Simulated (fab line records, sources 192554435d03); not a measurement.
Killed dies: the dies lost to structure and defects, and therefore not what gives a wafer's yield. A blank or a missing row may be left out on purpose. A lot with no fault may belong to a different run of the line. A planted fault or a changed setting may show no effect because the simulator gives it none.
Split-lot study	flow n5Finfet	on a route of 1938 steps: 7 lots, 21 wafers read

## SPLIT DETAILS
At N5_BEOL_M9_VIA_ETCH_34 (etches SiCOH lowk in C4F6/O2, target depth 182.4 nm, time 68.4 s), the setting sourceW was moved away from the recipe's 345 W on 5 of the 21 wafers read, by +6.3% to +17.4%. This setting was run at the recipe's value on the other wafers.

The split's own step is where the reading is taken.

## THE READING
etch.depthNm (the simulator's own value, which no gauge read), in nm, at N5_BEOL_M9_VIA_ETCH_34 (etches SiCOH lowk in C4F6/O2, target depth 182.4 nm, time 68.4 s). There is no usual value for it anywhere in the file. Average 180.8 nm, standard deviation 2.9 nm, over the 16 wafers here run with the recipe.

wafer	tool, chamber at the split	sourceW as run, W	against the recipe	etch.depthNm, nm	against lot-mates on the recipe
L074.1	rieDiel-04, 3	377.4	+9.4%	190.2	+10.8
L074.3	rieDiel-04, 1	377.4	+9.4%	185.2	+5.8
L074.5	rieDiel-04, 1	345	recipe	179.4	-
L075.3	rieDiel-01, 1	345	recipe	177.9	-
L075.4	rieDiel-01, 0	345	recipe	182.1	-
L075.5	rieDiel-01, 1	345	recipe	177.7	-
L079.2	rieDiel-04, 2	345	recipe	185.9	-
L079.4	rieDiel-04, 3	345	recipe	183.1	-
L079.6	rieDiel-04, 0	345	recipe	180.6	-
L082.2	rieDiel-01, 1	345	recipe	182.9	-
L082.5	rieDiel-01, 0	345	recipe	184.2	-
L082.6	rieDiel-01, 2	345	recipe	178.1	-
L086.2	rieDiel-01, 0	345	recipe	183.8	-
L086.4	rieDiel-01, 1	345	recipe	181.9	-
L086.6	rieDiel-01, 2	345	recipe	177.8	-
L091.1	rieDiel-01, 3	366.7	+6.3%	190.7	+10.0
L091.3	rieDiel-01, 0	345	recipe	184	-
L091.4	rieDiel-01, 2	345	recipe	177.4	-
L092.2	rieDiel-04, 3	405.2	+17.4%	194.2	+17.4
L092.3	rieDiel-04, 1	345	recipe	176.8	-
L092.6	rieDiel-04, 2	405.2	+17.4%	195.4	+18.6

THE FIT
A straight line over all 21 wafers: etch.depthNm changes by +0.812 nm for each +1% of sourceW; r = +0.85; the points scatter about the line by 3 nm.
The same after taking each lot's own level away (the mean of its wafers on the recipe; 21 wafers): +1.02 nm for each +1%; r = +0.92; scatter 2.5 nm.
Per that fit: largest sourceW move, reading shift of 18 nm.
From 176.80 to 183.20 nm: that is the span of the lots' own levels, equal to 2.2 times the standard deviation above.
Hence the slope depends on the lot-to-lot level, as the two fits are not the same.
Check: +18.2 nm against its lot-mates is what the line predicts for one of the wafers moved furthest among these (+17.4%) when that wafer is left out of the fit. It came out at +17.4 nm against them.

## THE OTHER SPLITS THESE WAFERS WENT THROUGH
Before the reading, these wafers also passed through other splits. Each is held against what the fit with the lots' levels taken away leaves over:
other split on the same wafers	wafers away from the commonest value	r with etch.depthNm (lot level and that fit taken away)
N5_BEOL_M8_COAT_22 spinRpm	5	-0.03

## THE FILE'S OWN FIT
etch.depthNm changes by +1.05 nm for each +1% of sourceW, r = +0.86.
